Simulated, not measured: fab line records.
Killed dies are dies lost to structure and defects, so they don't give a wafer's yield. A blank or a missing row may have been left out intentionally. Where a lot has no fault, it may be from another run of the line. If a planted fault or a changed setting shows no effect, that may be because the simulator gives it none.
What tool caused it? || flow nand harc || 6 lots with 18 wafers sampled at 5 steps, on a route of 1159 steps

## WHAT EACH GAUGE READ, for each wafer
NHARC_END_SORT_01.
{"lot": "L416", "measured": "day 25 15:17", "on": "prober-01", "killed at array": "76 89 11"}

## WHAT TOOL EACH LOT RAN ON (gives the tool, then ch and the chambers of the sampled wafers, and finally the start)
{"lot": "L398", "NHARC_A_CONTACT_ETCH_115": "har cap etch-02 ch 0, day 16 08:28", "NHARC_A_BONDPAD_ETCH_34": "rie diel-03 ch 0,1, day 18 05:21", "NHARC_A_BONDPAD_PVD_17": "pvd sputter-01, day 21 17:10 or earlier", "NHARC_THIN_TSV_DEP_47": "pecvd-03 ch 0,1,2, day 21 17:10"}
{"lot": "L400", "NHARC_A_CONTACT_ETCH_115": "har cap etch-01 ch 0,1, day 16 13:55", "NHARC_A_BONDPAD_ETCH_34": "rie diel-06 ch 1,3, day 18 05:37", "NHARC_A_BONDPAD_PVD_17": "pvd sputter-02, day 21 18:27 or earlier", "NHARC_THIN_TSV_DEP_47": "pecvd-01 ch 0,1, day 21 18:27"}
{"lot": "L402", "NHARC_A_CONTACT_ETCH_115": "har cap etch-03 ch 0,1, day 17 06:37", "NHARC_A_BONDPAD_ETCH_34": "rie diel-04 ch 0,2,3, day 18 15:30", "NHARC_A_BONDPAD_PVD_17": "pvd sputter-02, day 21 22:14 or earlier", "NHARC_THIN_TSV_DEP_47": "pecvd-01 ch 0,2, day 21 22:14"}
{"lot": "L408", "NHARC_A_CONTACT_ETCH_115": "har cap etch-03 ch 0,1, day 19 03:26", "NHARC_A_BONDPAD_ETCH_34": "rie diel-03 ch 1,2, day 20 18:14", "NHARC_A_BONDPAD_PVD_17": "pvd sputter-03, day 22 02:54 or earlier", "NHARC_THIN_TSV_DEP_47": "pecvd-03 ch 1,2, day 22 02:54"}
{"lot": "L411", "NHARC_A_CONTACT_ETCH_115": "har cap etch-02 ch 0,1, day 19 16:39", "NHARC_A_BONDPAD_ETCH_34": "rie diel-03 ch 2,3, day 21 07:32", "NHARC_A_BONDPAD_PVD_17": "pvd sputter-02, day 22 06:34 or earlier", "NHARC_THIN_TSV_DEP_47": "pecvd-01 ch 0,1,2, day 22 06:34"}
{"lot": "L416", "NHARC_A_CONTACT_ETCH_115": "har cap etch-02 ch 0,1, day 20 11:02", "NHARC_A_BONDPAD_ETCH_34": "rie diel-04 ch 1,2,3, day 22 14:26", "NHARC_A_BONDPAD_PVD_17": "pvd sputter-02, day 23 09:11 or earlier", "NHARC_THIN_TSV_DEP_47": "pecvd-03 ch 1,2, day 23 09:11"}
- NHARC_A_CONTACT_ETCH_115: etches the open film in C4F8/O2/Ar, time 94 s, target depth 922 nm.
- NHARC_A_BONDPAD_ETCH_34: etches the open film in N2/H2, target depth 60 nm, overetch 18 nm, time 65.91 s.
- NHARC_A_BONDPAD_PVD_17: deposits TaN, target thk 5 nm, time 8.06 s.
- NHARC_THIN_TSV_DEP_47: deposits SiO2, target thk 200 nm.

## THE ANSWER, worked out from the rows above alone
Rule: what is usual is taken from the lots themselves. Put in order of their means at a reading, lots are off if they are a third of the lots or fewer, leave a main group of 4 or more, and stand apart from it by a gap of 3 or more times the standard deviation of the main group's means; of several such gaps the widest counts. A main group is skipped when, at the precision printed for the reading in the tables above, its means are all equal. Also off: a lot with no number at a reading for which 4 or more lots have one. All remaining lots with rows at the step are treated as sound.
None of the lots is off at any reading shown; this tells nothing.

## WHAT THE SIMULATOR PUT IN
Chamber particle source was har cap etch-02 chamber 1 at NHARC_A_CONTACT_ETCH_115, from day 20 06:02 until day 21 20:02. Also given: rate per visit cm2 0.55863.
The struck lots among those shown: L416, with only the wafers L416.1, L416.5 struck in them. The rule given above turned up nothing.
